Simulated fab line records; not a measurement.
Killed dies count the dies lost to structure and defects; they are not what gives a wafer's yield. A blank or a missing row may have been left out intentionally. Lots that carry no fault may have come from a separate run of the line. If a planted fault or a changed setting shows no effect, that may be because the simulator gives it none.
Which of the tools did it? + flow n5Finfet + 9 lots, 26 wafers sampled, at 6 steps of a route of 1938

## WHAT EACH GAUGE READ, for each wafer
N5_BEOL_M2_OVL_MEAS_29.
| lot  | measured     | on         | V1_OVL (nm)    |
|------|--------------|------------|----------------|
| L603 | day 7 07:19  | overlay-02 | -0.7 1.1 0.7   |
| L607 | day 8 07:17  | overlay-02 | -1.1 -1.4 -0.6 |
| L609 | day 8 09:40  | overlay-01 | 0.7 0.2 -0.5   |
| L610 | day 8 17:56  | overlay-01 | -0.9 -0.6 -0.5 |
| L615 | day 10 04:26 | overlay-01 | 0.0 0.2 0.7    |
| L617 | day 10 10:29 | overlay-01 | 0.3 0.3 0.1    |
| L618 | day 10 19:43 | overlay-02 | -0.8 -0.6 0.0  |
| L621 | day 11 16:17 | overlay-02 | -0.4 0.0 -0.1  |
| L623 | day 12 00:09 | overlay-02 | 0.4 0.4        |

N5_BEOL_M2_INSPECT_30: inspects for defects (brightfield).
| lot  | measured     | on               | rawDefectCount |
|------|--------------|------------------|----------------|
| L603 | day 7 07:23  | defectInspect-01 | 398 381 399    |
| L607 | day 8 07:20  | defectInspect-01 | 358 369 266    |
| L609 | day 8 09:43  | defectInspect-02 | 449 534 463    |
| L610 | day 8 18:00  | defectInspect-02 | 464 465 644    |
| L615 | day 10 04:29 | defectInspect-02 | 397 475 351    |
| L617 | day 10 10:31 | defectInspect-01 | 443 414 398    |
| L618 | day 10 19:47 | defectInspect-01 | 451 396 297    |
| L621 | day 11 16:20 | defectInspect-01 | 456 280 357    |
| L623 | day 12 00:13 | defectInspect-02 | 448 553        |

N5_BEOL_M2_OCD_MEAS_38.
| lot  | measured     | on     | trenchDepthNm (nm) |
|------|--------------|--------|--------------------|
| L603 | day 7 08:49  | ocd-02 | 57.6 55.9 57.0     |
| L607 | day 8 08:07  | ocd-02 | 0 0 0.5            |
| L609 | day 8 19:03  | ocd-01 | 0 0.2 0.3          |
| L610 | day 8 23:26  | ocd-02 | 0.1 0 0            |
| L615 | day 10 09:13 | ocd-01 | 55.8 56.0 57.1     |
| L617 | day 10 15:31 | ocd-02 | 54.5 57.3 55.1     |
| L618 | day 10 22:10 | ocd-02 | 57.1 55.0 57.8     |
| L621 | day 12 02:31 | ocd-02 | 57.3 57.1 56.2     |
| L623 | day 12 05:09 | ocd-02 | 56.3 55.9          |

N5_BEOL_M4_RC_MEAS_101.
| lot  | measured     | on        | DIBL_N (mV/V)  | DIBL_P (mV/V)  | IOFF_N (nA/um) | IOFF_P (nA/um) | ION_N (uA/um) | ION_P (uA/um) | SS_N (mV/dec)  | SS_P (mV/dec)  | VT_N (mV)   | VT_P (mV)      |
|------|--------------|-----------|----------------|----------------|----------------|----------------|---------------|---------------|----------------|----------------|-------------|----------------|
| L603 | day 8 23:04  | prober-02 | 33.6 35.1 34.7 | 34.6 36.4 36.5 | 0.13 0.16 0.15 | 0.19 0.22 0.22 | 662 683 676   | 461 468 475   | 71.1 71.5 71.6 | 73.4 74.3 73.2 | 254 251 252 | -249 -245 -249 |
| L615 | day 11 06:06 | prober-02 | 38.3 37.2 37.1 | 39.1 36.0 35.7 | 0.22 0.18 0.19 | 0.28 0.21 0.21 | 692 667 663   | 470 453 458   | 72.2 73.5 72.6 | 73.0 73.0 73.1 | 246 251 248 | -246 -252 -251 |
| L617 | day 11 21:11 | prober-01 | 40.2 37.6 39.0 | 42.0 39.5 39.6 | 0.26 0.20 0.22 | 0.30 0.26 0.25 | 697 687 681   | 471 465 455   | 73.5 72.0 72.6 | 74.6 74.1 74.0 | 244 246 246 | -245 -248 -247 |
| L618 | day 12 01:38 | prober-02 | 38.1 37.3 37.4 | 37.8 37.4 37.3 | 0.16 0.18 0.16 | 0.21 0.22 0.21 | 685 687 676   | 469 471 470   | 71.9 72.5 72.7 | 73.6 73.9 72.8 | 250 247 251 | -252 -251 -251 |
| L621 | day 13 04:58 | prober-01 | 37.6 37.4 41.7 | 40.2 39.5 43.6 | 0.21 0.19 0.32 | 0.29 0.26 0.37 | 688 681 699   | 473 464 477   | 72.1 71.8 73.5 | 74.6 74.0 75.8 | 246 247 240 | -246 -246 -244 |
| L623 | day 13 06:49 | prober-01 | 36.3 32.8      | 37.3 33.6      | 0.19 0.13      | 0.26 0.20      | 689 652       | 471 457       | 72.2 71.2      | 73.4 71.7      | 246 253     | -245 -250      |

## TOOL THAT RAN EACH LOT (tool first, then ch and the chambers of the sampled wafers, then the start)
| lot  | N5_BEOL_M2_ETCH_63                | N5_BEOL_M2_TRENCH_ETCH_37         |
|------|-----------------------------------|-----------------------------------|
| L603 | rieDiel-03 ch 0,2,3, day 7 06:26  | rieDiel-01 ch 1,2,3, day 7 08:39  |
| L607 | rieDiel-01 ch 1,2, day 8 06:33    | rieDiel-01 ch 0,2,3, day 8 07:58  |
| L609 | rieDiel-05 ch 0,2,3, day 8 08:53  | rieDiel-03 ch 0,1,3, day 8 18:54  |
| L610 | rieDiel-01 ch 0,1, day 8 17:13    | rieDiel-01 ch 0,2, day 8 23:17    |
| L615 | rieDiel-05 ch 0,1,2, day 10 03:34 | rieDiel-01 ch 0,2,3, day 10 09:03 |
| L617 | rieDiel-05 ch 0,1,2, day 10 09:40 | rieDiel-01 ch 1,2, day 10 15:21   |
| L618 | rieDiel-05 ch 0,1,3, day 10 18:56 | rieDiel-01 ch 0,1,2, day 10 22:01 |
| L621 | rieDiel-01 ch 1,3, day 11 15:33   | rieDiel-01 ch 0,1,3, day 12 02:22 |
| L623 | rieDiel-01 ch 0,1, day 11 23:17   | rieDiel-03 ch 1,3, day 12 04:59   |
- N5_BEOL_M2_ETCH_63: etches SiARC in CF4, target depth 15.6 nm, time 26 s.
- N5_BEOL_M2_TRENCH_ETCH_37: etches SiOC in C4F6/O2, target depth 55.555 nm, time 29.2 s.

## WHAT THE TOOLS THEMSELVES READ (means of the sampled wafers that have a number; where no wafer has one, the mark that the record gives instead)
N5_BEOL_M2_ETCH_63.
| lot  | tool       | biasW (W) | cf4FlowSccm (sccm) | drypumpMotorCurrentA (A) | etchRfOnTimeS (s) | oesProductAu (a.u.) | rfFwdPowerW (W) | rfVppV (V) | showerheadPlenumPTorr (Torr) | throttleValvePct (%) |
|------|------------|-----------|--------------------|--------------------------|-------------------|---------------------|-----------------|------------|------------------------------|----------------------|
| L603 | rieDiel-03 | 35.97     | 99.80              | 5.7                      | 25.8              | 0.69                | 534.0           | 184.0      | 2.13                         | 15.5                 |
| L607 | rieDiel-01 | 36.04     | 100.39             | 5.7                      | 24.9              | 0.72                | 530.0           | 183.5      | 2.15                         | 15.5                 |
| L609 | rieDiel-05 | 36.04     | 100.03             | 5.8                      | 26.3              | 0.64                | 533.0           | 185.1      | 2.19                         | 15.6                 |
| L610 | rieDiel-01 | 35.95     | 100.11             | 5.3                      | 25.2              | 0.73                | 531.8           | 184.1      | 2.12                         | 15.3                 |
| L615 | rieDiel-05 | 35.88     | 99.96              | 5.7                      | 26.2              | 0.63                | 532.4           | 183.7      | 2.18                         | 15.7                 |
| L617 | rieDiel-05 | 35.94     | 99.84              | 5.7                      | 26.2              | 0.63                | 532.0           | 184.6      | 2.18                         | 15.7                 |
| L618 | rieDiel-05 | 36.04     | 99.99              | 5.5                      | 25.9              | 0.63                | 532.3           | 184.0      | 2.16                         | 15.7                 |
| L621 | rieDiel-01 | 35.97     | 99.94              | 5.4                      | 25.0              | 0.73                | 533.6           | 184.1      | 2.13                         | 15.3                 |
| L623 | rieDiel-01 | 35.89     | 99.87              | 5.3                      | 25.0              | 0.71                | 530.7           | 183.8      | 2.12                         | 15.3                 |

N5_BEOL_M2_TRENCH_ETCH_37.
| lot  | tool       | C4F6_flow_sccm (sccm) | O2_flow_sccm (sccm) | drypumpMotorCurrentA (A) | oes_ar_750_au (a.u.) | oesProductAu (a.u.) | rfFwdPowerW (W) | rfVppV (V) | showerheadPlenumPTorr (Torr) | throttleValvePct (%) |
|------|------------|-----------------------|---------------------|--------------------------|----------------------|---------------------|-----------------|------------|------------------------------|----------------------|
| L603 | rieDiel-01 | 10.02                 | 10.020              | 5.5                      | 0.82                 | 0.83                | 350.7           | 670        | 2.83                         | 20.83                |
| L607 | rieDiel-01 | -                     | -                   | -                        | -                    | -                   | -               | -          | -                            | -                    |
| L609 | rieDiel-03 | -                     | -                   | -                        | -                    | -                   | -               | -          | -                            | -                    |
| L610 | rieDiel-01 | -                     | -                   | -                        | -                    | -                   | -               | -          | -                            | -                    |
| L615 | rieDiel-01 | 10.00                 | 9.963               | 5.4                      | 0.76                 | 0.77                | 349.4           | 672        | 2.78                         | 20.91                |
| L617 | rieDiel-01 | 10.03                 | 9.955               | 5.7                      | 0.75                 | 0.75                | 351.1           | 665        | 2.82                         | 20.97                |
| L618 | rieDiel-01 | 10.00                 | 10.003              | 5.5                      | 0.78                 | 0.78                | 348.0           | 667        | 2.81                         | 20.75                |
| L621 | rieDiel-01 | 10.02                 | 9.999               | 5.3                      | 0.81                 | 0.82                | 349.6           | 672        | 2.80                         | 20.66                |
| L623 | rieDiel-03 | 9.97                  | 10.001              | 6.2                      | 0.82                 | 0.83                | 350.5           | 680        | 2.86                         | 20.77                |

## THE ANSWER, worked out from the rows above alone
Rule: what is usual is taken from the lots themselves. Put in order of their means at a reading, lots are off if they are a third of the lots or fewer, leave a main group of 4 or more, and stand apart from it by a gap of 3 or more times the standard deviation of the main group's means; of several such gaps the widest counts. If all means in a main group match to the digits the tables above print for the reading, that group is not used. Also off: a lot with no number at a reading for which 4 or more lots have one. The other lots that the step has rows for count as sound. Order of review: gauges by route order, followed by the tools' own readings, for which a lot's mean as printed above is used. At the first step where some lot is off, the reading lying furthest off is the one used; lots without a number count as furthest.
Off: L607, L609, L610 (N5_BEOL_M2_OCD_MEAS_38, trenchDepthNm). The main group has a mean of 56.4 nm with a standard deviation of 0.44.
A tool fits if, at a process step before that reading, it ran every lot that is off, and no sound lot after the first of them. The gauges at N5_BEOL_M2_OCD_MEAS_38 aren't tried: what is off there is off at N5_BEOL_M2_TRENCH_ETCH_37 too, on other tools, and a gauge's error can't cause that. No candidate that was tried fits.

## WHAT HAD BEEN PUT IN BY THE SIMULATOR
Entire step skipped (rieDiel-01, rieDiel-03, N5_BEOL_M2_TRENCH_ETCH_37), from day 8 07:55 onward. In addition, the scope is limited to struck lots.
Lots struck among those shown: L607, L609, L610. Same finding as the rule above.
